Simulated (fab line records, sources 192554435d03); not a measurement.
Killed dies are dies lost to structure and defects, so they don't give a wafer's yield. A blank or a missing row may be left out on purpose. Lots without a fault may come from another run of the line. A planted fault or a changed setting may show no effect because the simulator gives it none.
fab line records | flow n5_finfet
record lots=4 wafers=12 last_day=21
route steps=1938 shown BEOL_M5@1125 PASSIVATION@1936
lots that met no fault: from a run of the same line without faults
start_h: hours from the record's first day to the start of the lot's first wafer shown | wait_h: hours since the lot's step before | " the same as in the row above | L1.1+2: a row that stands for several wafers | - no value, or no start given | * or withheld: withheld | < > ~ a bound
route shown NAME@n: a module of which the file shows steps, and the number in the route of the first | usual: mean/standard deviation of fault-free wafers | same: alike in all rows | chamber/n: place in a boat | sites: the reading at each site | _std_site: their standard deviation | _edge_site: outer sites' mean less inner sites' | radius_mm: how far each site lies from the wafer's centre | mask NAME#n: copy n | behind: the tool/chamber that last shaped the wafer | hold: why the lot was held/for how many hours/how that ended | device: the transistor (n, p or np) that didn't switch | end of line: the same wafers' tests at the end of the route | a step without rows: its recipe alone | killed: dies lost to structure and defects at the first sort, not the wafer's yield | map: a wafer's dies, x killed, . not, _ none there
set.NAME: the setting as run; set.NAME@STEP: as run at that earlier step | model.NAME: the simulator's own value behind a step, which no gauge read
lots at some steps of the route; a table a step, a row a wafer
services: from which hour (start_h, from the record's first day; less than 0 if before it) a tool's chamber was out of use, for how many hours, and why
## steps
# step N5_BEOL_M5_DEVELOP_10
# recipe develop_time_s=30 developer=TMAH resist=CAR-EUV rinse_liquid=surfactant_rinse dry=air_spin dev_temp_c=23
# step N5_BEOL_M5_DESCUM_16
# recipe chemistry=O2 time_s=7 source_power_w=50 bias_power_w=20 pressure_mtorr=20 rf_frequency_hz=2.712e+07 temp_c=40 resist=CAR-EUV o2_flow_sccm=225
# step N5_BEOL_M5_ETCH_72
# recipe chemistry=N2/H2 target=underlayer target_depth_a=65 mask_material=CAR-EUV time_s=5.2 ion_energy_ev=200 pressure_mtorr=30 source_w=840 bias_w=150 n2_flow_sccm=200 h2_flow_sccm=200 ends=cleared
# step N5_BEOL_M5_ETCH_61
# recipe chemistry=CF4 target=SiARC target_depth_a=156 mask_material=CAR-EUV time_s=26 ion_energy_ev=80 pressure_mtorr=40 source_w=545 bias_w=36 Ar_flow_sccm=100 cf4_flow_sccm=100 ends=cleared
# step N5_BEOL_M5_ETCH_62
# recipe chemistry=N2/H2 target=SOC target_depth_a=750 overetch_a=150 mask_material=SiARC temp_c=40 time_s=112.5 ion_energy_ev=200 pressure_mtorr=30 source_w=840 bias_w=150 n2_flow_sccm=200 h2_flow_sccm=200
# step N5_BEOL_M5_STRIP_63
# recipe chemistry=N2/H2 temp_c=40 n2_flow_sccm=200 h2_flow_sccm=200 rf_frequency_hz=6e+07
# step N5_BEOL_M5_STRIP_73
# recipe chemistry=N2/H2 temp_c=40 n2_flow_sccm=200 h2_flow_sccm=200 rf_frequency_hz=6e+07
# step N5_BEOL_M5_STRIP_64
# recipe chemistry=CF4 resist=SiARC power_w=300 bias_power_w=75 pressure_mtorr=50 cf4_flow_sccm=150 rf_frequency_hz=6e+07
# step N5_BEOL_M5_HM_OPEN_17
# recipe chemistry=Cl2/BCl3 target_depth_a=200 overetch_a=60 target=TiN mask_material=SOC ion_energy_ev=150 pressure_mtorr=10 icp_w=1000 bias_w=126 Cl2_flow_sccm=53.25 bcl3_flow_sccm=21.75 Ar_flow_sccm=25
# step N5_BEOL_M5_STRIP_19
# recipe chemistry=O2 power_w=400 temp_c=40 pressure_mtorr=30 rf_frequency_hz=6e+07 bias_power_w=0 overash_fraction=0.2 o2_flow_sccm=225
# usual drypump_motor_current_A=5.6/0.49 o2_flow_sccm=224.9/0.74 oes_product_au=0.80/0.089 rf_vpp_V=3.7/0.5 showerhead_plenum_p_Torr=2.12/0.091 throttle_valve_pct=16.68/0.2
# columns lot.wafer tool chamber start_h wait_h drypump_motor_current_A o2_flow_sccm oes_product_au rf_hours_counter_h rf_vpp_V showerhead_plenum_p_Torr throttle_valve_pct
L104.1 rie_diel-02 1 276.62 0.1 6.4 225.3 0.80 106 3.7 2.23 16.72
L104.5 " 0 " " 4.8 225.8 0.99 - 3.5 2.25 16.85
L104.6 " 3 " " 5.7 224.7 0.82 - 4.0 2.01 16.87
L118.3 rie_diel-02 1 356.02 0.1 6.4 225.5 0.76 133 3.2 2.22 16.77
L118.5 " 3 " " 5.7 224.7 0.80 - 3.7 2.00 16.91
L118.6 " 2 " " 5.0 223.5 0.94 - 3.9 2.15 16.43
L117.1 rie_diel-02 1 359.03 0.1 6.4 225.6 0.76 133 3.5 2.22 16.76
L117.3 " 0 " " 4.8 224.7 0.90 31 4.6 2.24 16.89
L117.4 " 2 " " 5.0 224.0 0.93 10 3.4 2.15 16.41
L123.1 rie_diel-06 0 365.36 0.1 5.8 226.0 0.74 182 3.8 2.06 16.82
L123.5 " 2 " " 5.5 224.0 0.94 - 4.0 2.04 16.12
L123.6 " 3 " " 6.1 224.8 0.86 - 4.1 2.12 16.57
# step N5_BEOL_M5_COAT_65
# recipe resist=SOC temp_c=250 time_s=60 spin_rpm=1500 resist_thk_nm=60
# step N5_BEOL_M5_COAT_66
# recipe resist=SiARC temp_c=220 time_s=60 spin_rpm=1500 resist_thk_nm=12
# step N5_BEOL_M5_COAT_74
# recipe resist=underlayer temp_c=205 time_s=60 spin_rpm=1500 resist_thk_nm=5
# step N5_BEOL_M5_COAT_22
# recipe resist=CAR-EUV spin_rpm=1500 resist_thk_nm=30
# step N5_BEOL_M5_EBR_24
# recipe solvent=PGMEA ebr_width_mm=1.5
# step N5_BEOL_M5_SOFTBAKE_23
# recipe temp_c=110 time_s=60 resist=CAR-EUV
# step N5_BEOL_M5_EXPOSE_25
# recipe mask_id=V4 na=0.33 source_shape=quasar sigma_inner=0.2 sigma_outer=0.6 polarization=unpolarized defocus_nm=10 dose_mj=52.75
# step N5_BEOL_M5_PEB_26
# recipe peb_temp_c=100 peb_time_s=60 resist=CAR-EUV
# step N5_BEOL_M5_DEVELOP_27
# recipe develop_time_s=30 developer=TMAH resist=CAR-EUV rinse_liquid=surfactant_rinse dry=air_spin dev_temp_c=23
# step N5_BEOL_M5_INSPECT_30
# recipe mode=adi inspect_instrument=brightfield
# usual raw_defect_count=396/83
# columns lot.wafer tool chamber start_h wait_h raw_defect_count
L104.1 defect_inspect-01 - 277.35 0.1 398
L104.5 " - " " 355
L104.6 " - " " 367
L118.3 defect_inspect-01 - 357.40 0.0 779
L118.5 " - " " 423
L118.6 " - " " 470
L117.1 defect_inspect-02 - 360.31 0.1 768
L117.3 " - " " 370
L117.4 " - " " 423
L123.1 defect_inspect-02 - 372.80 0.1 362
L123.5 " - " " 389
L123.6 " - " " 451
# step N5_BEOL_M5_DESCUM_33
# recipe chemistry=O2 time_s=7 source_power_w=50 bias_power_w=20 pressure_mtorr=20 rf_frequency_hz=2.712e+07 temp_c=40 resist=CAR-EUV o2_flow_sccm=225
# step N5_PASSIVATION_PROBE_49
# usual defect_limited_yield=90.9/1.6 killed_at_M0_to_M3=37/11 killed_at_M4_up=15/5.6 killed_at_contacts=13/6.4 killed_at_front_end=39/11 killed_at_other=4/3.1 killed_dies=107/19 killed_on_rim=14/4.3 killed_open=71/14 killed_short=34/7.8 sort_bin_5_function=5.3/1 sort_bin_6_memory=3.4/0.72 sort_bin_8_speed=0.0/0.42 sort_n_pass=1072/20 sort_yield_pct=90.9/1.7
# same gross_dies=1180 killed_at_back_side=0 sort_bin_4_leakage[%]=0
# columns lot.wafer tool chamber start_h wait_h defect_limited_yield[%] killed_at_M0_to_M3 killed_at_M4_up killed_at_contacts killed_at_front_end killed_at_other killed_dies killed_on_rim killed_open killed_short sort_bin_5_function[%] sort_bin_6_memory[%] sort_bin_8_speed[%] sort_n_pass sort_yield_pct[%]
L118.3 prober-02 - 467.70 0.1 86.1 32 84 9 38 1 164 30 50 33 9.0 3.2 0 1016 86.1
L117.1 prober-02 - 469.02 0.0 84.9 27 97 8 46 0 178 23 66 25 9.2 4.2 0 1002 84.9
# killed by level:class
L118.3 BEOL_M5:unspecified=81 FIN_SAQP:geometric_particle:short=9 MOL_CONTACT_COAG:geometric_particle:open=8 FIN_SAQP:geometric_particle:open=6 DUMMY_GATE:geometric_particle:open=6 BEOL_M1:geometric_particle:short=6 BEOL_M0_SAQP:geometric_particle:open=5 BEOL_M0:geometric_particle:open=5
L117.1 BEOL_M5:unspecified=85 STI_FIN_REVEAL:geometric_particle:open=12 FIN_SAQP:geometric_particle:short=9 BEOL_M3:geometric_particle:open=9 MOL_CONTACT_COAG:geometric_particle:open=7 BEOL_M4:geometric_particle:open=7 FIN_SAQP:geometric_particle:open=6 BEOL_M1:geometric_particle:open=6
# map L117.1 (x killed, . not)
_________________.x..........________________
______________..x.....x...x....._____________
___________........................__________
__________..............x........x.._________
________...x..................x......._______
_______...x...........x................______
______...x.xx..........................._____
_____............................x.x.....____
____.x...........x....................x...___
___.........xx.............x...........x...__
___........x.......x.......................__
__.....x.............x.......x..x...x.x....x_
__..x.............x...x.......x............._
_.........x...........................x..x...
_.....x..x...........................x.......
_..................x.............x...........
_.x............x...x.......x.................
_..x...x....x..................x.............
_.............x......x................x..x.x.
_..x.................x...........x...xxx.x...
_.........x..............x..xxxx.....x.xx....
__...x.........x.........x....x..xxxxx.xx.x._
__....x.....x.....................xxxxxxx.xx_
___..........x..............xxx..xxxxxxxxxx__
___.......................x....x.xxxxxxxxxx__
____.......x.......x.........xx.xxxxxxxxxx___
_____.............x..........x.xxxxxxxxxx____
______..........x...............xxxxxxxx_____
_______..........x..............xxxxxxx______
________x..xx...................xxxxxx_______
__________........x..........x...x.._________
___________......................x.__________
______________.................._____________
_________________...........x________________
# map L118.3 (x killed, . not)
_________________x..........x________________
______________.................._____________
___________....x...x...............__________
__________........x...........x...x._________
________..................xx.........x_______
_______..x......x....................x.______
______x...........x....................._____
_____................x...x...............____
____x....................x...............x___
___..x.............x.......................__
___..................x.....................__
__.x....x............x...xx................._
__.................x....................xx.._
_....x................x..............x....x..
_.........x...................x..............
_.............x................x.............
_...x...x........xx.....xxx....x.....x.......
_x...........................................
_.x..............x............x........x.....
_.....x.....................x......x......x..
_.......................x....x....xx.........
__......................x..........xxxxxxxx._
__........x..............x......xx.xxxxxxx.x_
___................x.............xxxxxxxxxx__
___.......x.....x..............x.xxxxxxxxxx__
____........x................x...xxxxxxxxx___
_____....x.....................xxxxxxxxxx____
______......x.x..x........x.....xxxxxxxx_____
_______x............x............x.xxxx______
________..x.x.................x.xxxxxx_______
__________................x.....x..._________
___________..............xxx.......__________
______________.................._____________
_________________....xx..x...________________
## services
# columns tool chamber start_h hours kind
rie_diel-06 3 272.62 3.0 repair
rie_diel-06 0 285.76 6.9 repair
rie_diel-06 2 292.73 - clean
rie_diel-06 2 292.73 - consumable_replace:focus_ring
rie_diel-06 2 292.73 33.7 scheduled_down
rie_diel-06 2 292.73 33.7 vent_cycle
rie_diel-02 2 317.30 - clean
rie_diel-02 2 317.30 - consumable_replace:focus_ring
rie_diel-02 2 317.30 12.3 scheduled_down
rie_diel-02 2 317.30 12.3 vent_cycle
## key
first_sign step=N5_BEOL_M5_INSPECT_30 reading=raw_defect_count direction=up sigmas=4.5 usual=396 struck=774
effect step=N5_PASSIVATION_PROBE_49 reading=killed_at_M4_up direction=up sigmas=13 usual=15 struck=90
more_kills_born_at N5_BEOL_M5_STRIP_19@rie_diel-02=166
met_at N5_BEOL_M5_STRIP_19
struck_wafers L117.1,L118.3
onset_between 276.62 356.02
fault kind=chamber_particle_source tool=rie_diel-02 chamber=1 onset_h=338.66 steps=N5_BEOL_M5_STRIP_19 rate_per_visit_cm2=0.52818 end_h=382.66
